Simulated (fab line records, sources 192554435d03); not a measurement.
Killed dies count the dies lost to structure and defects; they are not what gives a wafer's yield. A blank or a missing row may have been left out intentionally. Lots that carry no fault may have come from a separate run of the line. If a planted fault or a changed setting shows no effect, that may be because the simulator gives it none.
Struck lot and sound lot, side by side    flow n5 finfet    32 out of 1938 route steps
Sound: wafers L801.3, L801.4, L801.5. Wafers L788.2, L788.4, L788.5 were the ones struck. The cause is named last.
For every step that has rows: the tool of each side, followed by ch and its chambers, followed by its first start. Under that, the readings that differ: sound wafers    struck wafers    difference of the means    sigmas: that difference in standard deviations of wafers without a fault.
alike: same words and numbers on both sides, and readings whose means sit less than 2 such deviations apart. not compared: any withheld reading, any reading some wafer has no value for, any bound like >300 that may hide the same value, and any number with overlapping values for which the record gives no deviation.
Wherever a step has rows on one side only, a row that says differs or no value, or a row with sigmas, the two part there. Numbers that have no deviation but don't overlap get no sigmas and don't part them. A reading that every wafer of one side lacks parts them only if that side has two wafers or more.

first, 10 steps without rows for these wafers: N5_SD_EPI_P_PRECLEAN_51 (cleans in NF3:NH3, afs cycles 1, time 20 s, sublimation time 60 s); N5_SD_EPI_P_VAPOR_ETCH_44 (etches SiGe30 in NF3/Ar, time 3.3 s); N5_SD_EPI_P_EPI_21 (deposits SiGe:B, time 355 s); N5_SD_EPI_P_HM_STRIP_48 (strips SiNx in H3PO4, material SiNx, target depth 3 nm); N5_SD_EPI_P_SRD_49 (time 30 s); N5_SD_EPI_P_PRECLEAN_24 (cleans in O3/DIW, time 45 s); N5_SD_EPI_P_PRECLEAN_32 (cleans in dHF, time 10 s); N5_SD_EPI_P_PRECLEAN_33 (cleans in SC2, time 45 s); N5_SD_EPI_P_SRD_25 (time 30 s); N5_SD_ACTIVATION_RTA_00 (time 0 s).
N5_SD_ACTIVATION_LSA_01: time 0.0008 s.
  sound on laser anneal-02 ch 0, day 8 14:37; struck on laser anneal-02 ch 0, day 5 08:07
reading           sound                 struck                difference  sigmas
wafer_temp_C_max  1085.9 1085.4 1085.9  1055.1 1052.7 1054.7  -31.6       -23
N5_SD_ACTIVATION_RS_MEAS_03: measurement is done with a four-point probe.
  struck on film metro-02, day 5 08:19; sound on film metro-02, day 8 14:49
reading           sound              struck             difference  sigmas
RS_SD_N (ohm/sq)  21.82 22.10 22.22  25.37 25.30 25.40  +3.31       +12
  alike: RS_SD_P
then, 19 steps without rows for these wafers: N5_ILD0_LINER_00 (material SiNx, target thk 4 nm, pulse time 1 s, purge time 2 s); N5_ILD0_FCVD_FILL_01 (material SiO2 flowable, target thk 200 nm, time 328.3 s); N5_ILD0_CURE_02 (time 1800 s); N5_ILD0_CMP_03 (polishes, stops on SiNx, t overpolish 1.9 s, target thk 197.38 nm); N5_ILD0_CMP_07 (polishes SiO2 flowable, stops on poly-Si, t overpolish 1.18 s, target thk 138.88 nm); N5_ILD0_PRECLEAN_10 (cleans in NF3:NH3, afs cycles 5, time 20 s, sublimation time 60 s); N5_ILD0_ALD_15 (deposits SiNx, target thk 24 nm, pulse time 1 s, ald cycles 480); N5_ILD0_CMP_12 (polishes SiNx, stops on poly-Si, t overpolish 6 s, target thk 17.67 nm); N5_SDB_HM_DEP_00 (deposits SiNx from SiH4/NH3/N2, target thk 40 nm, time 35.3 s); N5_SDB_COAT_03 (time 60 s, resist thk 100 nm); N5_SDB_COAT_04 (time 60 s, resist thk 18 nm); N5_SDB_COAT_05 (resist thk 90 nm); N5_SDB_EBR_07; N5_SDB_SOFTBAKE_06 (time 60 s); N5_SDB_EXPOSE_08 (exposes mask SDB); N5_SDB_PEB_09 (peb time 60 s); N5_SDB_DEVELOP_10 (develop time 30 s); N5_SDB_DESCUM_16 (chemistry O2, time 7.9 s); N5_SDB_ETCH_17 (etches SiARC in CF4, target depth 23.4 nm, time 39 s).
-- the record jumps here: 5 days lie between the struck wafers' starts before and after (it left off in module SDB and takes up again in module BEOL_M4, whose first step shown is number 1111 of the route) --
N5_BEOL_M4_RC_MEAS_101:
  sound on prober-01 ch 0, day 13 05:57; struck on prober-01 ch 0, day 9 20:46
reading              sound              struck             difference  sigmas
RC_DENSE_N (ohm.um)  18.6 18.6 18.8     22.3 21.6 22.1     +3.3        +10
RC_N (ohm.um)        15.17 15.46 15.36  17.97 17.57 18.16  +2.57       +10
REXT_N (ohm.um)      76.7 77.1 77.1     83.0 83.0 83.2     +6.1        +4
RS_SD_N (ohm/sq)     28.9 28.7 28.8     32.2 31.9 31.6     +3.1        +8
  alike: DIBL_N, DIBL_P, IOFF_N, IOFF_P, ION_N, ION_P, SS_N, SS_P, VT_N, VT_P

## WHERE THEY PART
At N5_SD_ACTIVATION_LSA_01 first; at N5_BEOL_M4_RC_MEAS_101 last (within this record only).

WHY: whatever the simulator had introduced
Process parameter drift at N5_SD_ACTIVATION_LSA_01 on laser anneal-02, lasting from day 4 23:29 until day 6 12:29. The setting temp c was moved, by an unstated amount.
